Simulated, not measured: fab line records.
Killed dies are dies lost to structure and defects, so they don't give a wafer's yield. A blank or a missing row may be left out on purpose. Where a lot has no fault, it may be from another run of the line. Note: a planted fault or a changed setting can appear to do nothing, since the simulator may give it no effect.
The tool behind it: which one? / flow nand_harc / 42 wafers from 14 lots sampled at 5 of the route's 1302 steps

## WHAT THE GAUGES READ, wafer by wafer
NHARC_A_ZERO_WELL_INSPECT_17.
lot=L342; measured=day 6 19:42; on=defect_inspect-02; raw_defect_count=10 7 13
lot=L343; measured=day 7 03:20; on=defect_inspect-01; raw_defect_count=9 15 12
lot=L344; measured=day 7 16:10; on=defect_inspect-01; raw_defect_count=14 14 1
lot=L345; measured=day 7 21:23; on=defect_inspect-01; raw_defect_count=10 15 14
lot=L346; measured=day 8 07:50; on=defect_inspect-02; raw_defect_count=5 6 12
lot=L347; measured=day 8 19:05; on=defect_inspect-02; raw_defect_count=14 26 11
lot=L348; measured=day 9 11:16; on=defect_inspect-02; raw_defect_count=5 10 16
lot=L350; measured=day 10 02:23; on=defect_inspect-01; raw_defect_count=6 7 6
lot=L351; measured=day 10 17:08; on=defect_inspect-01; raw_defect_count=6 11 11
lot=L355; measured=day 12 02:39; on=defect_inspect-02; raw_defect_count=14 12 16
lot=L361; measured=day 14 23:47; on=defect_inspect-02; raw_defect_count=14 8 7
lot=L363; measured=day 15 17:38; on=defect_inspect-01; raw_defect_count=7 14 11
lot=L364; measured=day 15 21:49; on=defect_inspect-01; raw_defect_count=7 14 3
lot=L365; measured=day 16 05:01; on=defect_inspect-01; raw_defect_count=11 12 18

NHARC_A_ONON_D1_THK_MEAS_11: measures by ellipsometry.
lot=L342; measured=day 7 19:20; on=film_metro-02; thk_nm (nm)=993 992 992
lot=L343; measured=day 8 01:02; on=film_metro-02; thk_nm (nm)=1001 999 1002
lot=L344; measured=day 8 14:20; on=film_metro-02; thk_nm (nm)=1015 1014 1015
lot=L345; measured=day 8 22:33; on=film_metro-01; thk_nm (nm)=1014 1012 1013
lot=L346; measured=day 9 07:10; on=film_metro-02; thk_nm (nm)=997 996 995
lot=L347; measured=day 9 17:14; on=film_metro-01; thk_nm (nm)=996 997 997
lot=L348; measured=day 10 09:26; on=film_metro-01; thk_nm (nm)=1004 1003 1004
lot=L350; measured=day 11 00:47; on=film_metro-02; thk_nm (nm)=985 986 986
lot=L351; measured=day 11 16:47; on=film_metro-01; thk_nm (nm)=1000 1001 1003
lot=L355; measured=day 13 01:36; on=film_metro-02; thk_nm (nm)=986 989 987
lot=L361; measured=day 16 00:57; on=film_metro-01; thk_nm (nm)=981 982 983
lot=L363; measured=day 16 17:58; on=film_metro-01; thk_nm (nm)=991 991 990
lot=L364; measured=day 16 18:16; on=film_metro-01; thk_nm (nm)=998 998 996
lot=L365; measured=day 17 03:32; on=film_metro-01; thk_nm (nm)=993 992 993

NHARC_A_CHANNEL_HOLE_D1_OVL_MEAS_11.
lot=L342; measured=day 8 11:41; on=overlay-01; overlay_x_nm (nm)=0.3 0.3 0.4; overlay_y_nm (nm)=0.0 0.1 -0.1
lot=L343; measured=day 8 17:32; on=overlay-01; overlay_x_nm (nm)=0.2 0.0 0.0; overlay_y_nm (nm)=-0.4 -0.1 0.1
lot=L344; measured=day 9 09:41; on=overlay-01; overlay_x_nm (nm)=-1.1 -1.0 -1.6; overlay_y_nm (nm)=0.1 0.7 0.4
lot=L345; measured=day 9 17:17; on=overlay-01; overlay_x_nm (nm)=-0.4 -0.3 -0.8; overlay_y_nm (nm)=0.4 0.3 0.6
lot=L346; measured=day 9 21:02; on=overlay-01; overlay_x_nm (nm)=0.7 1.2 0.6; overlay_y_nm (nm)=0.8 0.3 0.2
lot=L347; measured=day 10 09:16; on=overlay-01; overlay_x_nm (nm)=-0.6 -0.7 -0.5; overlay_y_nm (nm)=0.5 0.7 0.5
lot=L348; measured=day 11 02:39; on=overlay-02; overlay_x_nm (nm)=-0.3 -0.3 -0.7; overlay_y_nm (nm)=-0.7 -1.3 -1.0
lot=L350; measured=day 11 15:35; on=overlay-01; overlay_x_nm (nm)=1.3 1.2 1.1; overlay_y_nm (nm)=-1.4 -1.6 -1.4
lot=L351; measured=day 12 09:31; on=overlay-02; overlay_x_nm (nm)=0.4 -0.5 -0.1; overlay_y_nm (nm)=0.5 0.3 0.6
lot=L355; measured=day 13 15:34; on=overlay-01; overlay_x_nm (nm)=0.8 0.8 0.7; overlay_y_nm (nm)=-0.2 -0.4 -0.5
lot=L361; measured=day 16 18:45; on=overlay-01; overlay_x_nm (nm)=0.8 0.2 0.4; overlay_y_nm (nm)=-0.9 -0.6 -0.7
lot=L363; measured=day 17 12:20; on=overlay-01; overlay_x_nm (nm)=-0.2 0.4 0.4; overlay_y_nm (nm)=-0.7 -0.6 -1.8
lot=L364; measured=day 17 10:08; on=overlay-02; overlay_x_nm (nm)=0.2 -0.3 -0.1; overlay_y_nm (nm)=-1.1 -0.2 -0.6
lot=L365; measured=day 17 20:35; on=overlay-02; overlay_x_nm (nm)=-1.6 -1.8 -1.1; overlay_y_nm (nm)=-0.5 -0.7 -0.4

NHARC_END_SORT_01.
lot=L361; measured=day 33 08:45; on=prober-02; killed_at_array=672 673 664; killed_at_other=0 0 0; killed_at_periphery=5 4 13; killed_dies=677 677 677; killed_open=7 3 2; killed_short=3 2 3
lot=L363; measured=day 33 15:49; on=prober-02; killed_at_array=675 675 670; killed_at_other=0 1 3; killed_at_periphery=2 1 4; killed_dies=677 677 677; killed_open=2 6 3; killed_short=1 2 2

## WHAT TOOL EACH LOT RAN ON (gives the tool, then ch and the chambers of the sampled wafers, and finally the start)
lot=L342; NHARC_A_CHANNEL_HOLE_D1_DEP_00=acl_dep-01 ch 0, day 8 08:58
lot=L343; NHARC_A_CHANNEL_HOLE_D1_DEP_00=acl_dep-02 ch 0, day 8 14:56
lot=L344; NHARC_A_CHANNEL_HOLE_D1_DEP_00=acl_dep-03 ch 0, day 9 07:17
lot=L345; NHARC_A_CHANNEL_HOLE_D1_DEP_00=acl_dep-02 ch 0, day 9 14:52
lot=L346; NHARC_A_CHANNEL_HOLE_D1_DEP_00=acl_dep-01 ch 0, day 9 18:25
lot=L347; NHARC_A_CHANNEL_HOLE_D1_DEP_00=acl_dep-01 ch 0, day 10 07:09
lot=L348; NHARC_A_CHANNEL_HOLE_D1_DEP_00=acl_dep-02 ch 0, day 11 00:52
lot=L350; NHARC_A_CHANNEL_HOLE_D1_DEP_00=acl_dep-03 ch 0, day 11 13:38
lot=L351; NHARC_A_CHANNEL_HOLE_D1_DEP_00=acl_dep-01 ch 0, day 12 06:46
lot=L355; NHARC_A_CHANNEL_HOLE_D1_DEP_00=acl_dep-02 ch 0, day 13 13:08
lot=L361; NHARC_A_CHANNEL_HOLE_D1_DEP_00=acl_dep-02 ch 0, day 16 14:32
lot=L363; NHARC_A_CHANNEL_HOLE_D1_DEP_00=acl_dep-01 ch 0, day 17 07:08 and acl_dep-03 ch 0, day 17 09:38
lot=L364; NHARC_A_CHANNEL_HOLE_D1_DEP_00=acl_dep-03 ch 0, day 17 07:28
lot=L365; NHARC_A_CHANNEL_HOLE_D1_DEP_00=acl_dep-01 ch 0, day 17 17:50
- NHARC_A_CHANNEL_HOLE_D1_DEP_00: deposits aC, target thk 3100 nm.

## AS READ BY THE TOOLS THEMSELVES (means over the sampled wafers that have a number; for cases with no such wafer, the mark the record gives instead)
NHARC_A_CHANNEL_HOLE_D1_DEP_00.
lot=L342; tool=acl_dep-01; throttle_valve_pct (%)=34.999
lot=L343; tool=acl_dep-02; throttle_valve_pct (%)=34.999
lot=L344; tool=acl_dep-03; throttle_valve_pct (%)=34.998
lot=L345; tool=acl_dep-02; throttle_valve_pct (%)=35.004
lot=L346; tool=acl_dep-01; throttle_valve_pct (%)=35.010
lot=L347; tool=acl_dep-01; throttle_valve_pct (%)=35.001
lot=L348; tool=acl_dep-02; throttle_valve_pct (%)=34.990
lot=L350; tool=acl_dep-03; throttle_valve_pct (%)=35.008
lot=L351; tool=acl_dep-01; throttle_valve_pct (%)=34.995
lot=L355; tool=acl_dep-02; throttle_valve_pct (%)=34.999
lot=L361; tool=acl_dep-02; throttle_valve_pct (%)=35.004
lot=L363; tool=acl_dep-01/acl_dep-03; throttle_valve_pct (%)=35.008
lot=L364; tool=acl_dep-03; throttle_valve_pct (%)=34.995
lot=L365; tool=acl_dep-01; throttle_valve_pct (%)=34.987

## THE ANSWER, worked out from the rows above alone
Rule: what is usual is taken from the lots themselves. Put in order of their means at a reading, lots are off if they are a third of the lots or fewer, leave a main group of 4 or more, and stand apart from it by a gap of 3 or more times the standard deviation of the main group's means; of several such gaps the widest counts. A main group is skipped when, at the precision printed for the reading in the tables above, its means are all equal. A lot without any number at a reading at which 4 lots or more have one is off too. All remaining lots with rows at the step are treated as sound. First the gauges in route order, then the tools' own readings, where a lot's mean is used as printed above. At the first step where some lot is off, the reading lying furthest off is the one used; lots without a number count as furthest.
No lot is off at any reading shown: from this, nothing can be told.

## WHAT HAD BEEN PUT IN BY THE SIMULATOR
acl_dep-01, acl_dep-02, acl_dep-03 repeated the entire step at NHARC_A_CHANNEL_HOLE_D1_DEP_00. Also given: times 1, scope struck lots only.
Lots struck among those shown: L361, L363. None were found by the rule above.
